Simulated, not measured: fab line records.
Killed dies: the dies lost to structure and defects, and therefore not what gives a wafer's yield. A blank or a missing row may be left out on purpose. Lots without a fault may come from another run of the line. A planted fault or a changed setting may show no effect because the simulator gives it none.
Split-lot trial -- flow n5 finfet -- route with 1938 steps; 7 lots, 21 wafers read

== SPLIT DETAILS ==
At N5_BEOL_M7_COAT_63 (time 60 s, resist thk 60 nm), the setting spin rpm was moved away from the recipe's 1500 rpm on 6 of the 21 wafers read, by -9.7% to +10.1%. For the rest of the wafers, this setting stayed at what the recipe calls for.

== FROM THE SPLIT TO THE READING: what the file shows between them, 7 steps ==
- N5_BEOL_M7_COAT_64: time 60 s, resist thk 12 nm
- N5_BEOL_M7_COAT_71: time 60 s, resist thk 5 nm
- N5_BEOL_M7_ETCH_72: etches underlayer in N2/H2, target depth 6.5 nm, time 5.2 s
- N5_BEOL_M7_ETCH_65: etches SiARC in CF4, target depth 15.6 nm, time 26 s
- N5_BEOL_M7_ETCH_66: etches SOC in N2/H2, target depth 80 nm, overetch 16 nm, time 120 s
- N5_BEOL_M7_STRIP_69: strips in N2/H2
- N5_BEOL_M7_STRIP_73: strips in N2/H2

== THE READING ==
SOC_of_BEOL_M7_COAT_63.thk nm (the simulator's own value, which no gauge read), in nm, at N5_BEOL_M7_VIA_ETCH_34 (etches SiCOH lowk in C4F6/O2, target depth 125.5 nm, time 50.5 s). The file does not state a usual value for it. Here, 15 wafers ran the recipe; their average is 54.0 nm with a standard deviation of 0.26 nm.

wafer,"tool, chamber at the split","spin rpm as run, rpm",against the recipe,"SOC_of_BEOL_M7_COAT_63.thk nm, nm",against lot-mates on the recipe
L077.1,"litho track-05, 0",1500,recipe,54.4,-
L077.2,"litho track-05, 0",1500,recipe,54.2,-
L077.4,"litho track-05, 0",1652,+10.1%,51,-3.3
L079.2,"litho track-05, 0",1366,-8.9%,57.2,+3.2
L079.3,"litho track-05, 0",1500,recipe,54.2,-
L079.4,"litho track-05, 0",1500,recipe,53.8,-
L078.2,"litho track-05, 0",1622,+8.1%,51.6,-2.5
L078.3,"litho track-05, 0",1500,recipe,54.2,-
L078.6,"litho track-05, 0",1500,recipe,54,-
L087.1,"litho track-03, 0",1500,recipe,54.2,-
L087.2,"litho track-03, 0",1500,recipe,54.2,-
L087.6,"litho track-03, 0",1500,recipe,54,-
L090.1,"litho track-05, 0",1367,-8.9%,56.6,+3.0
L090.5,"litho track-05, 0",1500,recipe,53.6,-
L090.6,"litho track-05, 0",1367,-8.9%,57,+3.4
L092.1,"litho track-03, 0",1500,recipe,53.4,-
L092.5,"litho track-03, 0",1500,recipe,53.8,-
L092.6,"litho track-03, 0",1354,-9.7%,57.4,+3.8
L095.3,"litho track-03, 0",1500,recipe,54.2,-
L095.4,"litho track-03, 0",1500,recipe,54,-
L095.5,"litho track-03, 0",1500,recipe,54,-

FIT RESULTS
A straight line over all 21 wafers: SOC_of_BEOL_M7_COAT_63.thk nm changes by -0.32 nm for each +1% of spin rpm; r = -0.99; the points scatter about the line by 0.26 nm.
The same after taking each lot's own level away (the mean of its wafers on the recipe; 21 wafers): -0.35 nm for each +1%; r = -0.99; scatter 0.18 nm.
That fit puts the effect of the largest move of spin rpm on the reading at 3.5 nm.
The lots' own levels span 53.60 to 54.30 nm, that is 2.7 times the standard deviation above.
The two slopes agree, so the slope changes little with the lot-to-lot level.
Check: with one of the wafers moved furthest among these (+10.1%) left out of the fit, the line predicts -3.56 nm for it against its lot-mates. It came out at -3.3 nm against them.

== ADDITIONAL SPLITS CARRIED BY THESE WAFERS ==
Before the reading, these wafers also passed through other splits. Each is held against what the fit with the lots' levels taken away leaves over:
other split on the same wafers,wafers away from the commonest value,r with SOC_of_BEOL_M7_COAT_63.thk nm (lot level and that fit taken away)
N5_BEOL_M4_COAT_22 spin rpm,5,-0.34
N5_BEOL_M7_ETCH_61 source w,9,+0.11

== THE WHOLE CHAIN: every reading that the file lists as answering this split, in the file's order ==
step,what it does,reading,change (the file's fit),r (the file's)
N5_BEOL_M7_COAT_63,"time 60 s, resist thk 60 nm","SOC_of_BEOL_M7_COAT_63.thk nm (the simulator's own value, which no gauge read)",-0.316 nm for each +1% of the setting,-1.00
N5_BEOL_M7_ETCH_66,"etches SOC in N2/H2, target depth 80 nm, overetch 16 nm, time 120 s","etch.depth nm (the simulator's own value, which no gauge read)",-0.314 nm for each +1% of the setting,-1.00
N5_BEOL_M7_VIA_ETCH_34,"etches SiCOH lowk in C4F6/O2, target depth 125.5 nm, time 50.5 s","SOC_of_BEOL_M7_COAT_63.thk nm (the simulator's own value, which no gauge read)",-0.35 nm for each +1% of the setting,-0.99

== THE FILE'S OWN FIT ==
SOC_of_BEOL_M7_COAT_63.thk nm changes by -0.35 nm for each +1% of spin rpm, r = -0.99.
